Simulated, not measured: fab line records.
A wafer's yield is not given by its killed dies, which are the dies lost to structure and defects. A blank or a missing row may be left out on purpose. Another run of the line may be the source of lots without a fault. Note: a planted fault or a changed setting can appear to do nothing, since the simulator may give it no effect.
fab line records | flow n5_finfet
record: lots: 4 | wafers: 12 | last_day: 20
route steps=1938 shown SD_EPI_P@319 SD_ACTIVATION@330 ILD0@335 SDB@347 BEOL_M4@1111 PASSIVATION@1936
lots that met no fault: taken from a fault-free run of the same line
start_h: the number of hours between the record's first day and the start of the first shown wafer of the lot | wait_h: how many hours have passed since the lot's step before this one | " the same as in the row above | L1.1+2: a single row standing in for several wafers | - value missing, or start not given | * or withheld: withheld | < > ~ a bound
route shown NAME@n: NAME is a module with steps in the file, n the number in the route of the first one | usual: mean/standard deviation of fault-free wafers | same: alike in all rows | chamber/n: place in a boat | sites: each site's reading | _std_site: the values' standard deviation | _edge_site: mean of outer sites minus mean of inner sites | radius_mm: for every site, how far away it sits from the centre of the wafer | mask NAME#n: copy n | behind: the last tool/chamber to shape the wafer | hold: why the lot was held/for how many hours/how that ended | device: whichever transistor did not switch (one of n, p or np) | end of line: tests of these same wafers at the route's end | a step with no rows: only its recipe | killed: dies that structure and defects cost at the first sort, which is not the same as the wafer's yield | map: shows each die of a wafer: x if killed, . if not, _ if none is there
set.NAME: the setting the step ran with; set.NAME@STEP: the setting that earlier step ran with | model.NAME: the simulator's own value behind a step, which no gauge read
certain route steps with their lots: each step a table, each wafer a row
services: from which hour (start_h, from the record's first day; less than 0 if before it) a tool's chamber was out of use, for how many hours, and why
== steps ==
step: N5_SD_EPI_P_PRECLEAN_51
recipe: chemistry: NF3:NH3 | afs_cycles: 1 | temp_c: 30 | time_s: 20 | sublimation_temp_c: 180 | sublimation_time_s: 60 | pressure_torr: 3 | rf_power_w: 30
step: N5_SD_EPI_P_VAPOR_ETCH_44
recipe: chemistry: NF3/Ar | target: SiGe30 | temp_c: 25 | time_s: 3.3 | mode: isotropic
step: N5_SD_EPI_P_EPI_21
recipe: material: SiGe:B | dopant: B | temp_c: 550 | pressure_torr: 20 | ambient: H2 | time_s: 355
step: N5_SD_EPI_P_HM_STRIP_48
recipe: chemistry: H3PO4 | temp_c: 160 | material: SiNx | target: SiNx | target_depth_a: 30 | overetch_fraction: 0.3
step: N5_SD_EPI_P_SRD_49
recipe: dry: ipa_marangoni | time_s: 30 | temp_c: 23 | rinse_liquid: diw
step: N5_SD_EPI_P_PRECLEAN_24
recipe: chemistry: O3/DIW | time_s: 45 | temp_c: 22 | o3_ppm: 10
step: N5_SD_EPI_P_PRECLEAN_32
recipe: chemistry: dHF | time_s: 10 | dilution: 500:1 | temp_c: 25
step: N5_SD_EPI_P_PRECLEAN_33
recipe: chemistry: SC2 | time_s: 45 | temp_c: 35 | mix: 1:1:50
step: N5_SD_EPI_P_SRD_25
recipe: time_s: 30 | temp_c: 23 | rinse_liquid: diw | dry: ipa_marangoni
step: N5_SD_ACTIVATION_RTA_00
recipe: temp_c: 975 | time_s: 0 | ambient: N2 | idle_temp_c: 600 | ramp_up_c_per_s: 150 | ramp_down_c_per_s: 60 | cool_to_c: 600
step: N5_SD_ACTIVATION_LSA_01
recipe: temp_c: 1080 | time_s: 0.0008 | ambient: N2
usual: time_s: 0.0008/0 | wafer_temp_C_max: 1086.5/2.4
lot.wafer | tool            | chamber | start_h | wait_h | time_s | wafer_temp_C_max
L197.1    | laser_anneal-02 | 0       | 102.34  | 0.2    | 0.0008 | 1085.6
L197.4    | "               | 0       | "       | "      | 0.0008 | 1089.4
L197.6    | "               | 0       | "       | "      | 0.0008 | 1089.5
L210.2    | laser_anneal-02 | -       | 170.07  | 0.2    | -      | -
L210.3    | "               | -       | "       | "      | -      | -
L210.4    | "               | -       | "       | "      | -      | -
L211.1    | laser_anneal-01 | -       | 182.46  | 0.2    | -      | -
L211.5    | "               | -       | "       | "      | -      | -
L211.6    | "               | -       | "       | "      | -      | -
L214.3    | laser_anneal-01 | 0       | 196.32  | 0.2    | 0.0008 | 1084.3
L214.5    | "               | 0       | "       | "      | 0.0008 | 1084.0
L214.6    | "               | 0       | "       | "      | 0.0008 | 1084.5
step: N5_SD_ACTIVATION_RS_MEAS_03
recipe: thk_meas_gauge: four-point-probe
usual: RS_SD_N: 21.90/0.25 | RS_SD_P: 56.2/1.1
lot.wafer | tool          | chamber | start_h | wait_h | RS_SD_N[ohm/sq] | RS_SD_P[ohm/sq]
L197.1    | film_metro-02 | -       | 102.54  | 0.2    | 22.37           | 57.1
L197.4    | "             | -       | "       | "      | 22.31           | 56.3
L197.6    | "             | -       | "       | "      | 21.96           | 56.8
L210.2    | film_metro-02 | -       | 170.27  | 0.2    | 29.42           | 58.1
L210.3    | "             | -       | "       | "      | 29.67           | 56.7
L210.4    | "             | -       | "       | "      | 29.22           | 56.3
L211.1    | film_metro-02 | -       | 182.66  | 0.2    | 29.46           | 57.6
L211.5    | "             | -       | "       | "      | 28.91           | 58.3
L211.6    | "             | -       | "       | "      | 29.30           | 58.7
L214.3    | film_metro-02 | -       | 196.50  | 0.2    | 22.16           | 56.7
L214.5    | "             | -       | "       | "      | 22.45           | 55.5
L214.6    | "             | -       | "       | "      | 22.43           | 56.8
step: N5_ILD0_LINER_00
recipe: material: SiNx | target_thk_a: 40 | temp_c: 400 | ald_precursor_family: SiH2I2 | ald_co_reactant: N2/H2-plasma | pulse_time_s: 1 | purge_time_s: 2 | co_reactant_purge_time_s: 2 | ald_cycles: 80 | pressure_torr: 2
step: N5_ILD0_FCVD_FILL_01
recipe: material: SiO2_flowable | target_thk_a: 2000 | temp_c: 100 | pressure_torr: 0.8 | rf_w: 2000 | time_s: 328.3
step: N5_ILD0_CURE_02
recipe: temp_c: 450 | time_s: 1800 | ambient: steam | idle_temp_c: 400 | ramp_up_c_per_min: 5 | ramp_down_c_per_min: 3 | densification_p_h2o_torr: 640
step: N5_ILD0_CMP_03
recipe: stop_on: SiNx | t_overpolish_s: 1.9 | post_cmp_clean: alkaline_brush | down_force_psi: 4.1491 | platen_rpm: 51.796 | pad_velocity_m_s: 1.0306 | target_thk_nm: 197.38
step: N5_ILD0_CMP_07
recipe: stop_on: poly-Si | material: SiO2_flowable | t_overpolish_s: 1.18 | post_cmp_clean: alkaline_brush | down_force_psi: 4.1491 | platen_rpm: 51.796 | pad_velocity_m_s: 1.0306 | target_thk_nm: 138.88
step: N5_ILD0_PRECLEAN_10
recipe: chemistry: NF3:NH3 | afs_cycles: 5 | time_s: 20 | temp_c: 30 | sublimation_temp_c: 180 | sublimation_time_s: 60 | pressure_torr: 3 | rf_power_w: 30
step: N5_ILD0_ALD_15
recipe: material: SiNx | target_thk_a: 240 | temp_c: 400 | ald_precursor_family: SiH2I2 | ald_co_reactant: N2/H2-plasma | pulse_time_s: 1 | ald_cycles: 480 | purge_time_s: 2 | co_reactant_purge_time_s: 2 | pressure_torr: 2
step: N5_ILD0_CMP_12
recipe: stop_on: poly-Si | material: SiNx | t_overpolish_s: 6 | post_cmp_clean: alkaline_brush | down_force_psi: 2.5 | platen_rpm: 51.8 | pad_velocity_m_s: 1.0307 | target_thk_nm: 17.67
step: N5_SDB_HM_DEP_00
recipe: material: SiNx | target_thk_a: 400 | temp_c: 400 | precursor: SiH4/NH3/N2 | pressure_torr: 1.5 | rf_w: 300 | time_s: 35.3
step: N5_SDB_COAT_03
recipe: resist: SOC | temp_c: 250 | time_s: 60 | spin_rpm: 1500 | resist_thk_nm: 100
step: N5_SDB_COAT_04
recipe: resist: SiARC | temp_c: 220 | time_s: 60 | spin_rpm: 1500 | resist_thk_nm: 18
step: N5_SDB_COAT_05
recipe: resist: CAR-ArF | spin_rpm: 1500 | resist_thk_nm: 90
step: N5_SDB_EBR_07
recipe: solvent: PGMEA | ebr_width_mm: 1.5
step: N5_SDB_SOFTBAKE_06
recipe: temp_c: 110 | time_s: 60 | resist: CAR-ArF
step: N5_SDB_EXPOSE_08
recipe: mask_id: SDB | na: 1.35 | source_shape: conventional | sigma_outer: 0.5 | polarization: unpolarized | dose_mj: 49.6
step: N5_SDB_PEB_09
recipe: peb_temp_c: withheld | peb_time_s: 60 | resist: CAR-ArF
step: N5_SDB_DEVELOP_10
recipe: develop_time_s: 30 | developer: TMAH | resist: CAR-ArF | rinse_liquid: diw | dry: air_spin | dev_temp_c: 23
step: N5_SDB_DESCUM_16
recipe: chemistry: O2 | time_s: 7.9 | source_power_w: 50 | bias_power_w: 20 | pressure_mtorr: 20 | rf_frequency_hz: 2.712e+07 | temp_c: 40 | resist: CAR-ArF | o2_flow_sccm: 225
step: N5_SDB_ETCH_17
recipe: chemistry: CF4 | target: SiARC | target_depth_a: 234 | mask_material: CAR-ArF | time_s: 39 | ion_energy_ev: 80 | pressure_mtorr: 40 | source_w: 545 | bias_w: 36 | Ar_flow_sccm: 100 | cf4_flow_sccm: 100 | ends: cleared
step: N5_BEOL_M4_RC_MEAS_101
usual: DIBL_N: 37.1/2.6 | DIBL_P: 38/3 | IOFF_N: 0.18/0.052 | IOFF_P: 0.25/0.06 | ION_N: 678/15 | ION_P: 467/8.6 | RC_DENSE_N: 19.7/0.6 | RC_N: 16.1/0.49 | REXT_N: 75.8/2 | RS_SD_N: 28.4/0.36 | SS_N: 71.7/0.73 | SS_P: 73.7/0.89 | VT_N: 249/4.3 | VT_P: -248/3.8
lot.wafer | tool      | chamber | start_h | wait_h | DIBL_N[mV/V] | DIBL_P[mV/V] | IOFF_N[nA/um] | IOFF_P[nA/um] | ION_N[uA/um] | ION_P[uA/um] | RC_DENSE_N[ohm.um] | RC_N[ohm.um] | REXT_N[ohm.um] | RS_SD_N[ohm/sq] | SS_N[mV/dec] | SS_P[mV/dec] | VT_N[mV] | VT_P[mV]
L197.1    | prober-01 | 0       | 265.52  | 0.0    | 38.1         | 38           | 0.18          | 0.26          | 686          | 476          | 19.8               | 16.2         | 74.2           | 29.2            | 71.7         | 73.7         | 249      | -244
L197.4    | "         | 0       | "       | "      | 38.1         | 39           | 0.19          | 0.29          | 681          | 483          | 18.5               | 15.3         | 73.2           | 29.3            | 71.9         | 73.8         | 244      | -241
L197.6    | "         | 0       | "       | "      | 37.8         | 39           | 0.19          | 0.29          | 697          | 486          | 19.0               | 15.5         | 74.1           | 28.8            | 71.2         | 73.8         | 247      | -244
L210.2    | prober-01 | 0       | 348.81  | 0.2    | 38.3         | 41           | 0.21          | 0.26          | 671          | 462          | 25.6               | 20.7         | 87.7           | 36.6            | 72.0         | 74.4         | 248      | -248
L210.3    | "         | 0       | "       | "      | 37.9         | 40           | 0.19          | 0.23          | 669          | 462          | 26.8               | 21.5         | 87.7           | 36.9            | 71.6         | 74.2         | 245      | -250
L210.4    | "         | 0       | "       | "      | 33.8         | 37           | 0.13          | 0.20          | 651          | 463          | 26.4               | 21.5         | 87.4           | 36.1            | 70.7         | 72.9         | 253      | -252
L211.1    | prober-02 | 0       | 351.06  | 0.0    | 34.8         | 36           | 0.14          | 0.22          | 649          | 459          | 28.0               | 22.6         | 90.2           | 36.7            | 71.4         | 73.6         | 252      | -249
L211.5    | "         | 0       | "       | "      | 37.5         | 38           | 0.17          | 0.23          | 660          | 460          | 28.4               | 23.0         | 88.0           | 36.0            | 72.0         | 74.6         | 250      | -249
L211.6    | "         | 0       | "       | "      | 35.1         | 36           | 0.13          | 0.20          | 647          | 460          | 25.6               | 21.0         | 88.2           | 36.9            | 71.7         | 72.6         | 251      | -253
L214.3    | prober-02 | 0       | 375.66  | 0.3    | 38.1         | 39           | 0.22          | 0.27          | 683          | 469          | 21.3               | 17.3         | 80.4           | 28.9            | 72.4         | 74.3         | 245      | -249
L214.5    | "         | 0       | "       | "      | 37.7         | 40           | 0.22          | 0.29          | 690          | 468          | 20.9               | 17.1         | 80.0           | 28.8            | 72.2         | 74.0         | 245      | -247
L214.6    | "         | 0       | "       | "      | 40.0         | 42           | 0.27          | 0.34          | 699          | 472          | 19.8               | 16.1         | 79.7           | 29.0            | 72.8         | 74.7         | 242      | -242
step: N5_PASSIVATION_PROBE_49
usual: defect_limited_yield: 91.4/1.4 | killed_at_M0_to_M3: 34/9.1 | killed_at_M4_up: 14/5.2 | killed_at_contacts: 12/6.4 | killed_at_front_end: 38/11 | killed_at_other: 3.7/2.8 | killed_dies: 102/17 | killed_open: 68/13 | killed_short: 32/7.8 | sort_bin_5_function: 5.1/1 | sort_bin_6_memory: 3.2/0.66 | sort_bin_8_speed: 0.1/0.92 | sort_n_pass: 1076/19 | sort_yield_pct: 91.2/1.6
same: gross_dies: 1180 | killed_at_back_side: 0 | sort_bin_4_leakage[%]: 0
lot.wafer | tool      | chamber | start_h | wait_h | defect_limited_yield[%] | killed_at_M0_to_M3 | killed_at_M4_up | killed_at_contacts | killed_at_front_end | killed_at_other | killed_dies | killed_open | killed_short | sort_bin_5_function[%] | sort_bin_6_memory[%] | sort_bin_8_speed[%] | sort_n_pass | sort_yield_pct[%]
L211.1    | prober-02 | -       | 456.14  | 0.0    | 90.3                    | 36                 | 21              | 8                  | 45                  | 4               | 114         | 69          | 45           | 6.0                    | 3.2                  | 0                   | 1066        | 90.3
L211.5    | prober-02 | -       | 456.34  | 0.2    | 89.7                    | 40                 | 5               | 21                 | 51                  | 4               | 121         | 87          | 34           | 6.5                    | 3.4                  | 0                   | 1059        | 89.7
L211.6    | prober-02 | -       | 456.39  | 0.3    | 91.9                    | 35                 | 10              | 11                 | 38                  | 2               | 96          | 61          | 33           | 4.4                    | 3.5                  | 0.2                 | 1082        | 91.7
killed by level:class
L211.1 FIN_SAQP:geometric_particle:short=19 BEOL_M2:geometric_particle:open=16 FIN_SAQP:geometric_particle:open=10 MOL_CONTACT_COAG:geometric_particle:open=7 BEOL_M4:geometric_particle:open=5 BEOL_M0:geometric_particle:open=4 BEOL_M3:geometric_particle:open=4 BEOL_M7:geometric_particle:open=4
L211.5 FIN_SAQP:geometric_particle:open=19 MOL_CONTACT_COAG:geometric_particle:open=17 STI_FIN_REVEAL:geometric_particle:open=12 BEOL_M2:geometric_particle:open=7 BEOL_M3:geometric_particle:open=7 BEOL_M0_SAQP:geometric_particle:short=7 BEOL_M0:geometric_particle:open=7 FIN_SAQP:geometric_particle:short=5
L211.6 BEOL_M2:geometric_particle:open=13 STI_FIN_REVEAL:geometric_particle:open=10 FIN_SAQP:geometric_particle:open=9 FIN_SAQP:geometric_particle:short=7 MOL_CONTACT_COAG:geometric_particle:open=7 STARTING-WAFER:geometric_particle:short=5 BEOL_M0_SAQP:geometric_particle:short=5 MOL_CONTACT_COAG:geometric_particle:short=4
== services ==
tool            | chamber | start_h | hours | kind
laser_anneal-02 | -       | 83.55   | 3.2   | repair
laser_anneal-02 | -       | 151.23  | 6.0   | pm
laser_anneal-02 | -       | 184.47  | 1.9   | pm
laser_anneal-02 | -       | 193.43  | 4.9   | repair
== key ==
first_sign: step: N5_SD_ACTIVATION_LSA_01 | reading: tool_record | direction: missing
effect: step: N5_SD_ACTIVATION_RS_MEAS_03 | reading: RS_SD_N | direction: up | sigmas: 29 | usual: 21.90 | struck: 29.33
effect: step: N5_BEOL_M4_RC_MEAS_101 | reading: RS_SD_N | direction: up | sigmas: 22 | usual: 28.4 | struck: 36.5
effect: step: N5_BEOL_M4_RC_MEAS_101 | reading: RC_DENSE_N | direction: up | sigmas: 12 | usual: 19.7 | struck: 26.8
effect: step: N5_BEOL_M4_RC_MEAS_101 | reading: RC_N | direction: up | sigmas: 12 | usual: 16.1 | struck: 21.7
effect: step: N5_BEOL_M4_RC_MEAS_101 | reading: REXT_N | direction: up | sigmas: 6.3 | usual: 75.8 | struck: 88.2
met_at N5_SD_ACTIVATION_LSA_01
struck_wafers L210.2,L210.3,L210.4,L211.1,L211.5,L211.6
onset_between 102.34 170.07
fault: kind: skipped_step_whole | tool: laser_anneal-01,laser_anneal-02 | chamber: - | onset_h: 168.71 | steps: N5_SD_ACTIVATION_LSA_01 | scope: struck_lots_only
